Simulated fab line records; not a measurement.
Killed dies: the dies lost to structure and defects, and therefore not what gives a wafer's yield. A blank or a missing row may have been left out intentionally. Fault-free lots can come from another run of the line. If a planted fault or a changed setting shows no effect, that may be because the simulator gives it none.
Which tool is to blame? | flow n5_finfet | 12 lots, 36 wafers sampled, at 3 steps of a route of 1938

## WHAT THE GAUGES SHOWED, per wafer
N5_BEOL_M7_OVL_MEAS_29.
lot  | measured     | on         | V6_OVL (nm)
L077 | day 10 02:52 | overlay-02 | 0.7 0.7 -0.1
L078 | day 11 03:57 | overlay-02 | 0.1 -0.3 -0.1
L079 | day 11 04:00 | overlay-01 | -1.1 -0.5 0.2
L081 | day 11 04:11 | overlay-02 | 0.7 -1.0 -0.9
L083 | day 11 22:34 | overlay-01 | 0.3 -0.3 0.5
L085 | day 12 01:35 | overlay-01 | -0.3 0.5 0.4
L088 | day 13 17:49 | overlay-01 | -0.5 -1.0 -0.2
L089 | day 13 21:22 | overlay-01 | -1.1 -0.2 -0.9
L091 | day 14 03:03 | overlay-02 | 0.9 -0.3 0.8
L093 | day 14 23:23 | overlay-02 | -1.0 -0.7 -1.2
L095 | day 15 12:02 | overlay-01 | -0.1 1.3 -0.6
L097 | day 15 17:55 | overlay-02 | 0.9 -0.1 0.9

## TOOL THAT RAN EACH LOT (tool first, then ch and the chambers of the sampled wafers, then the start)
lot  | N5_BEOL_M7_PECVD_70             | N5_BEOL_M7_DESCUM_16
L077 | pecvd-03 ch 0,1, day 9 21:40    | rie_diel-04 ch 0,1, day 10 00:07
L078 | pecvd-03 ch 0,1, day 10 08:34   | rie_diel-02 ch 1,2, day 10 10:32
L079 | pecvd-04 ch 0,1,2, day 10 22:58 | rie_diel-06 ch 0,2, day 11 00:33
L081 | pecvd-03 ch 0,1, day 10 23:02   | rie_diel-06 ch 0,2, day 11 00:53
L083 | pecvd-03 ch 0,1,2, day 11 20:09 | rie_diel-02 ch 0,2,3, day 11 21:31
L085 | pecvd-03 ch 1,2, day 11 23:47   | rie_diel-04 ch 0,2,3, day 12 00:47
L088 | pecvd-02 ch 0,1,2, day 13 14:49 | rie_diel-02 ch 0,2,3, day 13 16:17
L089 | pecvd-03 ch 0,1, day 13 17:29   | rie_diel-04 ch 1,2,3, day 13 19:18
L091 | pecvd-03 ch 0,1,2, day 13 23:19 | rie_diel-04 ch 0,2,3, day 14 01:57
L093 | pecvd-03 ch 0,1,2, day 14 17:13 | rie_diel-04 ch 1,2,3, day 14 19:23
L095 | pecvd-02 ch 1,2, day 15 05:53   | rie_diel-02 ch 0,2,3, day 15 10:14
L097 | pecvd-02 ch 0,2, day 15 13:08   | rie_diel-06 ch 1,3, day 15 13:56
- N5_BEOL_M7_PECVD_70: deposits SiO2 from TEOS/O2, target thk 20 nm, time 22.7 s.
- N5_BEOL_M7_DESCUM_16: chemistry O2, time 7.9 s.

## THE ANSWER, worked out from the rows above alone
Rule: what is usual is taken from the lots themselves. The widest of any qualifying gaps counts: lots, ordered by their means at a reading, are off when they make up no more than a third of the lots, leave a main group of 4 or more, and stand apart from it by 3 or more times the standard deviation of that group's means. Not used: any main group whose means are identical at the precision the tables above print for the reading. A lot without any number at a reading at which 4 lots or more have one is off too. All remaining lots with rows at the step are treated as sound.
None of the lots is off at any reading shown; this tells nothing.

## WHAT THE SIMULATOR HAD INSERTED
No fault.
